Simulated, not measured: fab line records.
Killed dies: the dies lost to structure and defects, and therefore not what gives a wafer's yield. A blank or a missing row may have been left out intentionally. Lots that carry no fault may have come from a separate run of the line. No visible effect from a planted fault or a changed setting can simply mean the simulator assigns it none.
fab line records	flow n5Finfet
record lots=7	wafers=21
route steps=1938 shown BEOL_M6@1224 BEOL_M7@1266 BEOL_M8@1342
startH: start of the lot's first displayed wafer, in hours after the record's first day	waitH: hours from the lot's prior step to this one	" repeats the value in the row above	L1.1+2: a single row standing in for several wafers	- no value, or no start was given	* or withheld: withheld	< > ~ a bound
route shown NAME@n: names a module that has steps shown in the file, with the first one's number in the route	usual: mean and standard deviation over wafers with no fault	same: alike in all rows	chamber/n: place in a boat	sites: each site's reading	_std_site: the values' standard deviation	_edge_site: outer sites' mean less inner sites'	radiusMm: for every site, how far away it sits from the centre of the wafer	mask NAME#n: copy n	behind: tool/chamber where the wafer was last shaped	hold: the reason the lot was held/the length of the hold in hours/how it ended	device: the n, p or np transistor that did not switch	end of line: the route-end tests of the same wafers	a step without rows: its recipe alone	killed: dies lost to structure and defects at the first sort, not the wafer's yield	map: dies across one wafer; x = killed, . = not, _ = none there
set.NAME: the setting the step ran with; set.NAME@STEP: the setting that earlier step ran with	model.NAME: the simulator's own value behind a step, which no gauge read
one table per step and one row per wafer, for lots whose settings were changed on purpose
## steps
# step N5_BEOL_M6_EXPOSE_25
# recipe maskId=V5	na=0.33	sourceShape=annular	sigmaInner=0.4	sigmaOuter=0.8	polarization=unpolarized	targetCdNm=40	doseMj=45
lot.wafer	tool	chamber	startH	waitH	mask	set.doseMj
L076.1+5	euvScanner-02	0	220.26	-	V5#0	46.25
L076.2	"	0	"	"	V5#0	45
L077.2	euvScanner-01	0	232.13	-	V5#0	45
L077.3+4	"	0	"	"	V5#0	42.43
L085.2+3	euvScanner-01	0	293.91	-	V5#0	45
L085.5	"	0	"	"	V5#0	47.61
L089.1+5	euvScanner-02	0	316.89	-	V5#0	45
L089.4	"	0	"	"	V5#0	43.51
L094.2	euvScanner-02	0	333.29	-	V5#0	45
L094.4+6	"	0	"	"	V5#0	42.58
L096.2+5+6	euvScanner-02	0	355.85	-	V5#0	45
L097.2+4+5	euvScanner-02	0	371.24	-	V5#0	43.32
# step N5_BEOL_M6_PEB_26
# recipe pebTempC=100	pebTimeS=60	resist=CAR-EUV
# step N5_BEOL_M6_DEVELOP_27
# recipe developTimeS=30	developer=TMAH	resist=CAR-EUV	rinseLiquid=surfactantRinse	dry=airSpin	devTempC=23
# step N5_BEOL_M6_CD_MEAS_28
# recipe targetCdNm=40	landingEnergyEv=500	detector=seInlens
# usual cdNm=40.02/0.22
lot.wafer	tool	chamber	startH	waitH	set.doseMj@BEOL_M6_EXPOSE_25	cdNm
L076.1	cdSem-02	0	220.39	-	46.25	40.82
L076.2	"	0	"	"	45	39.93
L076.5	"	0	"	"	46.25	40.87
L077.2	cdSem-01	0	232.25	-	45	40.12
L077.3	"	0	"	"	42.43	38.43
L077.4	"	0	"	"	42.43	38.55
L085.2	cdSem-02	0	294.04	-	45	40.48
L085.3	"	0	"	"	45	40.01
L085.5	"	0	"	"	47.61	41.55
L089.1	cdSem-01	0	317.03	-	45	39.93
L089.4	"	0	"	"	43.51	39.28
L089.5	"	0	"	"	45	39.73
L094.2	cdSem-01	0	333.41	-	45	39.61
L094.4	"	0	"	"	42.58	38.53
L094.6	"	0	"	"	42.58	38.66
L096.2	cdSem-02	0	355.98	-	45	40.11
L096.5	"	0	"	"	45	40.10
L096.6	"	0	"	"	45	40.23
L097.2	cdSem-01	0	371.37	-	43.32	39.18
L097.4	"	0	"	"	43.32	39.01
L097.5	"	0	"	"	43.32	39.11
# step N5_BEOL_M6_DESCUM_33
# recipe chemistry=O2	timeS=7	sourcePowerW=50	biasPowerW=20	pressureMtorr=20	rfFrequencyHz=2.712e+07	tempC=40	resist=CAR-EUV	o2FlowSccm=225
lot.wafer	tool	chamber	startH	waitH	set.doseMj@BEOL_M6_EXPOSE_25	model.BEOL_M6.cdNm
L076.1+5	rieDiel-01	0	221.14	0.7	46.25	40.6
L076.2	"	1	"	"	45	40
L077.2	rieDiel-03	2	232.38	0.0	45	40
L077.3	"	1	"	"	42.43	38.8
L077.4	"	3	"	"	42.43	38.6
L085.2	rieDiel-04	1	294.63	0.5	45	40.2
L085.3	"	2	"	"	45	39.8
L085.5	"	2	"	"	47.61	41.2
L089.1	rieDiel-01	2	317.42	0.3	45	39.8
L089.4	"	0	"	"	43.51	39.2
L089.5	"	2	"	"	45	39.6
L094.2	rieDiel-01	3	333.54	0.0	45	39.8
L094.4	"	0	"	"	42.58	38.4
L094.6	"	0	"	"	42.58	38.6
L096.2+6	rieDiel-04	0,2	356.50	0.4	45	39.8
L096.5	"	1	"	"	45	40
L097.2	rieDiel-01	2	371.49	0.0	43.32	38.8
L097.4+5	"	0,3	"	"	43.32	39
# step N5_BEOL_M6_ETCH_72
# recipe chemistry=N2/H2	target=underlayer	targetDepthA=65	maskMaterial=CAR-EUV	timeS=5.2	ionEnergyEv=200	pressureMtorr=30	sourceW=840	biasW=150	n2FlowSccm=200	h2FlowSccm=200	ends=cleared
lot.wafer	tool	chamber	startH	waitH	set.doseMj@BEOL_M6_EXPOSE_25	model.BEOL_M6.cdNm
L076.1+5	rieDiel-01	0	221.17	0.0	46.25	40.6
L076.2	"	1	"	"	45	40
L077.2	rieDiel-03	2	232.41	0.0	45	40
L077.3	"	1	"	"	42.43	38.6
L077.4	"	3	"	"	42.43	38.8
L085.2	rieDiel-04	1	294.66	0.0	45	40
L085.3	"	2	"	"	45	39.8
L085.5	"	2	"	"	47.61	41.2
L089.1	rieDiel-01	2	317.45	0.0	45	39.8
L089.4	"	0	"	"	43.51	39
L089.5	"	2	"	"	45	39.6
L094.2	rieDiel-01	3	333.57	0.0	45	39.8
L094.4+6	"	0	"	"	42.58	38.4
L096.2	rieDiel-04	0	356.53	0.0	45	39.6
L096.5+6	"	1,2	"	"	45	39.8
L097.2+5	rieDiel-01	2,3	371.53	0.0	43.32	39
L097.4	"	0	"	"	43.32	38.8
# step N5_BEOL_M6_ETCH_65
# recipe chemistry=CF4	target=SiARC	targetDepthA=156	maskMaterial=CAR-EUV	timeS=26	ionEnergyEv=80	pressureMtorr=40	sourceW=545	biasW=36	Ar_flow_sccm=100	cf4FlowSccm=100	ends=cleared
lot.wafer	tool	chamber	startH	waitH	set.targetDepthA
L076.1+2+5	rieDiel-01	0,1,0	221.19	0.0	156
L077.2+3+4	rieDiel-03	2,1,3	232.43	0.0	150.3
L085.2+3	rieDiel-04	1,2	294.68	0.0	156
L085.5	"	2	"	"	167.6
L089.1+4+5	rieDiel-01	2,0,2	317.47	0.0	156
L094.2+4+6	rieDiel-01	3,0,0	333.59	0.0	156
L096.2+5+6	rieDiel-04	0,1,2	356.55	0.0	156
L097.2+5	rieDiel-01	2,3	371.54	0.0	144.5
L097.4	"	0	"	"	156
# step N5_BEOL_M6_ETCH_66
# recipe chemistry=N2/H2	target=SOC	targetDepthA=800	overetchA=160	maskMaterial=SiARC	tempC=40	timeS=120	ionEnergyEv=200	pressureMtorr=30	sourceW=840	biasW=150	n2FlowSccm=200	h2FlowSccm=200
lot.wafer	tool	chamber	startH	waitH	set.doseMj@BEOL_M6_EXPOSE_25	model.BEOL_M6.cdNm
L076.1	rieDiel-01	0	221.22	0.0	46.25	41
L076.2	"	1	"	"	45	40.2
L076.5	"	0	"	"	46.25	41.2
L077.2	rieDiel-03	2	232.46	0.0	45	40
L077.3+4	"	1,3	"	"	42.43	39
L085.2+3	rieDiel-04	1,2	294.71	0.0	45	40
L085.5	"	2	"	"	47.61	41.2
L089.1+5	rieDiel-01	2	317.50	0.0	45	39.6
L089.4	"	0	"	"	43.51	39.2
L094.2	rieDiel-01	3	333.61	0.0	45	40
L094.4	"	0	"	"	42.58	38.8
L094.6	"	0	"	"	42.58	39
L096.2+6	rieDiel-04	0,2	356.58	0.0	45	39.8
L096.5	"	1	"	"	45	40
L097.2	rieDiel-01	2	371.57	0.0	43.32	38.8
L097.4	"	0	"	"	43.32	39
L097.5	"	3	"	"	43.32	39.2
# step N5_BEOL_M6_STRIP_69
# recipe chemistry=N2/H2	tempC=40	n2FlowSccm=200	h2FlowSccm=200	rfFrequencyHz=6e+07
# step N5_BEOL_M6_STRIP_73
# recipe chemistry=N2/H2	tempC=40	n2FlowSccm=200	h2FlowSccm=200	rfFrequencyHz=6e+07
# step N5_BEOL_M6_VIA_ETCH_34
# recipe chemistry=C4F6/O2	target=SiCOH_lowk	targetDepthA=1263	maskMaterial=SOC	taperDeg=4	timeS=50.9	ionEnergyEv=250	pressureMtorr=30	sourceW=345	biasW=185	Ar_flow_sccm=300	C4F6_flow_sccm=10	O2_flow_sccm=10
lot.wafer	tool	chamber	startH	waitH	set.doseMj@BEOL_M6_EXPOSE_25	model.BEOL_M6.cdNm
L076.1	rieDiel-01	0	221.32	0.0	46.25	41.2
L076.2	"	1	"	"	45	40.4
L076.5	"	0	"	"	46.25	41.4
L077.2	rieDiel-03	2	232.56	0.0	45	40
L077.3	"	1	"	"	42.43	38.8
L077.4	"	3	"	"	42.43	39
L085.2	rieDiel-04	1	294.81	0.0	45	40.2
L085.3	"	2	"	"	45	39.8
L085.5	"	2	"	"	47.61	41.2
L089.1	rieDiel-01	2	317.60	0.0	45	39.8
L089.4	"	0	"	"	43.51	39.2
L089.5	"	2	"	"	45	39.6
L094.2	rieDiel-01	3	333.72	0.0	45	40
L094.4	"	0	"	"	42.58	38.6
L094.6	"	0	"	"	42.58	38.8
L096.2+6	rieDiel-04	0,2	356.68	0.0	45	39.6
L096.5	"	1	"	"	45	40
L097.2	rieDiel-01	2	371.67	0.0	43.32	38.8
L097.4	"	0	"	"	43.32	39
L097.5	"	3	"	"	43.32	39.2
# step N5_BEOL_M7_PECVD_70
# recipe material=SiO2	targetThkA=200	tempC=400	precursor=TEOS/O2	pressureTorr=5.5	rfW=450	teosFlowSccm=53.8	gas=O2	flowSccm=3000	timeS=22.7
lot.wafer	tool	chamber	startH	waitH	set.tempC	model.SiO2_of_BEOL_M7_PECVD_70.thkNm
L076.1	pecvd-01	2	228.43	0.0	400	20
L076.2	"	1	"	"	393	21.2
L076.5	"	0	"	"	393	21
L077.2+4	pecvd-01	0	236.36	0.0	400	19.6
L077.3	"	1	"	"	416.7	17.8
L085.2	pecvd-01	0	299.67	0.0	400	19.8
L085.3	"	1	"	"	393.3	20.8
L085.5	"	2	"	"	400	20
L089.1+5	pecvd-03	2,1	321.50	0.0	400	20
L089.4	"	0	"	"	400	20.4
L094.2	pecvd-01	1	338.03	0.0	384.7	22.2
L094.4	"	2	"	"	400	20.2
L094.6	"	1	"	"	400	20.6
L096.2	pecvd-01	0	361.79	0.0	400	19.2
L096.5	"	0	"	"	400	19.6
L096.6	"	1	"	"	400	20
L097.2	pecvd-04	1	376.30	0.0	400	19.2
L097.4+5	"	0,1	"	"	400	19.6
# step N5_BEOL_M7_COAT_05
# recipe resist=CAR-ArF	spinRpm=1500	resistThkNm=90
lot.wafer	tool	chamber	startH	waitH	set.spinRpm	model.CAR-ArF_of_BEOL_M7_COAT_05.thkNm
L076.1+2+5	lithoTrack-05	0	-	-	1598	87.4
L077.2	lithoTrack-05	0	-	-	1500	90
L077.3	"	0	"	"	1500	90.2
L077.4	"	0	"	"	1634	86.4
L085.2	lithoTrack-05	0	-	-	1632	86.2
L085.3+5	"	0	"	"	1632	86.4
L089.1	lithoTrack-03	0	-	-	1500	90.4
L089.4	"	0	"	"	1500	90
L089.5	"	0	"	"	1569	87.8
L094.2	lithoTrack-01	0	-	-	1450	91.8
L094.4	"	0	"	"	1450	92.2
L094.6	"	0	"	"	1500	90.4
L096.2+5	lithoTrack-03	0	-	-	1500	89.8
L096.6	"	0	"	"	1500	90.4
L097.2	lithoTrack-03	0	-	-	1651	85.8
L097.4	"	0	"	"	1651	85.6
L097.5	"	0	"	"	1500	90
# step N5_BEOL_M7_EBR_07
# recipe solvent=PGMEA	ebrWidthMm=1.5
# step N5_BEOL_M7_SOFTBAKE_06
# recipe tempC=110	timeS=60	resist=CAR-ArF
# step N5_BEOL_M7_EXPOSE_08
# recipe maskId=M7	na=1.35	sourceShape=dipole	sigmaInner=0.817	sigmaOuter=0.97	polarization=te	doseMj=68.25
# step N5_BEOL_M7_PEB_09
# recipe pebTempC=withheld	pebTimeS=60	resist=CAR-ArF
# step N5_BEOL_M7_DEVELOP_10
# recipe developTimeS=30	developer=TMAH	resist=CAR-ArF	rinseLiquid=diw	dry=airSpin	devTempC=23
lot.wafer	tool	chamber	startH	waitH	set.spinRpm@BEOL_M7_COAT_05	model.CAR-ArF_of_BEOL_M7_COAT_05.thkNm
L076.1	lithoTrack-03	0	-	-	1598	85.6
L076.2+5	"	0	"	"	1598	85.8
L077.2+3	lithoTrack-05	0	-	-	1500	88.4
L077.4	"	0	"	"	1634	84.8
L085.2	lithoTrack-05	0	-	-	1632	84.4
L085.3+5	"	0	"	"	1632	84.6
L089.1	lithoTrack-03	0	-	-	1500	88.6
L089.4	"	0	"	"	1500	88.4
L089.5	"	0	"	"	1569	86.2
L094.2	lithoTrack-05	0	-	-	1450	90.2
L094.4	"	0	"	"	1450	90.6
L094.6	"	0	"	"	1500	88.8
L096.2+5	lithoTrack-03	0	-	-	1500	88.2
L096.6	"	0	"	"	1500	88.6
L097.2	lithoTrack-03	0	-	-	1651	84.2
L097.4	"	0	"	"	1651	84
L097.5	"	0	"	"	1500	88.2
# step N5_BEOL_M7_STRIP_80
# recipe chemistry=N2/H2	timeS=10	powerW=450	tempC=40	pressureMtorr=20	rfFrequencyHz=6e+07	biasPowerW=7	n2FlowSccm=200	h2FlowSccm=200
# step N5_BEOL_M7_HM_STRIP_39
# recipe chemistry=peroxideTinStrip	material=TiN	targetDepthA=250	tempC=50	timeS=158
lot.wafer	tool	chamber	startH	waitH	set.tempC@BEOL_M7_PECVD_70	model.SiO2_of_BEOL_M7_PECVD_70.thkNm
L076.1	wetBench-04	0	232.87	0.0	400	19.8
L076.2	"	7	"	"	393	21
L076.5	"	3	"	"	393	20.8
L077.2+4	wetBench-05	7,2	239.44	0.0	400	19.6
L077.3	"	4	"	"	416.7	17.6
L085.2+5	wetBench-01	1,6	304.08	0.0	400	19.8
L085.3	"	2	"	"	393.3	20.8
L089.1+5	wetBench-04	0,3	324.65	0.0	400	19.8
L089.4	"	4	"	"	400	20.2
L094.2	wetBench-04	2	341.61	0.0	384.7	22
L094.4	"	0	"	"	400	20
L094.6	"	4	"	"	400	20.4
L096.2	wetBench-04	2	365.23	0.0	400	19.2
L096.5	"	0	"	"	400	19.6
L096.6	"	7	"	"	400	19.8
L097.2	wetBench-04	6	383.06	0.0	400	19
L097.4	"	5	"	"	400	19.6
L097.5	"	3	"	"	400	19.4
# step N5_BEOL_M8_EXPOSE_08
# recipe maskId=M8	na=1.35	sourceShape=dipole	sigmaInner=0.817	sigmaOuter=0.97	polarization=te	doseMj=68.25
lot.wafer	tool	chamber	startH	waitH	mask	set.doseMj
L076.1+2	arfiScanner-03	0	236.66	-	M8#0	68.25
L076.5	"	0	"	"	M8#0	70.33
L077.2+3	arfiScanner-02	0	243.77	-	M8#0	71.49
L077.4	"	0	"	"	M8#0	68.25
L085.2+3+5	arfiScanner-03	0	313.84	-	M8#0	68.25
L089.1+4	arfiScanner-03	0	329.70	-	M8#0	68.25
L089.5	"	0	"	"	M8#0	73.19
L094.2+4+6	arfiScanner-01	0	347.15	-	M8#0	68.25
L096.2+5+6	arfiScanner-03	0	373.08	-	M8#0	68.25
L097.2+4	arfiScanner-01	0	390.84	-	M8#0	64.29
L097.5	"	0	"	"	M8#0	68.25
## key
split step=N5_BEOL_M6_EXPOSE_25	setting=doseMj	stated=45	by=wafer
response step=N5_BEOL_M6_CD_MEAS_28	reading=cdNm	change=+0.235	per=1%	r=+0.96
response step=N5_BEOL_M6_DESCUM_33	reading=model.BEOL_M6.cdNm	change=+0.217	per=1%	r=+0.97
response step=N5_BEOL_M6_ETCH_72	reading=model.BEOL_M6.cdNm	change=+0.233	per=1%	r=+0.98
response step=N5_BEOL_M6_ETCH_66	reading=model.BEOL_M6.cdNm	change=+0.197	per=1%	r=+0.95
response step=N5_BEOL_M6_VIA_ETCH_34	reading=model.BEOL_M6.cdNm	change=+0.214	per=1%	r=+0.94
split step=N5_BEOL_M6_ETCH_65	setting=targetDepthA	stated=156	by=wafer
response none clear
split step=N5_BEOL_M7_PECVD_70	setting=tempC	stated=400	by=wafer
response step=N5_BEOL_M7_PECVD_70	reading=model.SiO2_of_BEOL_M7_PECVD_70.thkNm	change=-0.47	per=1%	r=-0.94
response step=N5_BEOL_M7_HM_STRIP_39	reading=model.SiO2_of_BEOL_M7_PECVD_70.thkNm	change=-0.497	per=1%	r=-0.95
split step=N5_BEOL_M7_COAT_05	setting=spinRpm	stated=1500	by=wafer
response step=N5_BEOL_M7_COAT_05	reading=model.CAR-ArF_of_BEOL_M7_COAT_05.thkNm	change=-0.434	per=1%	r=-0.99
response step=N5_BEOL_M7_DEVELOP_10	reading=model.CAR-ArF_of_BEOL_M7_COAT_05.thkNm	change=-0.419	per=1%	r=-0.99
split step=N5_BEOL_M8_EXPOSE_08	setting=doseMj	stated=68.25	by=wafer
response none in this file
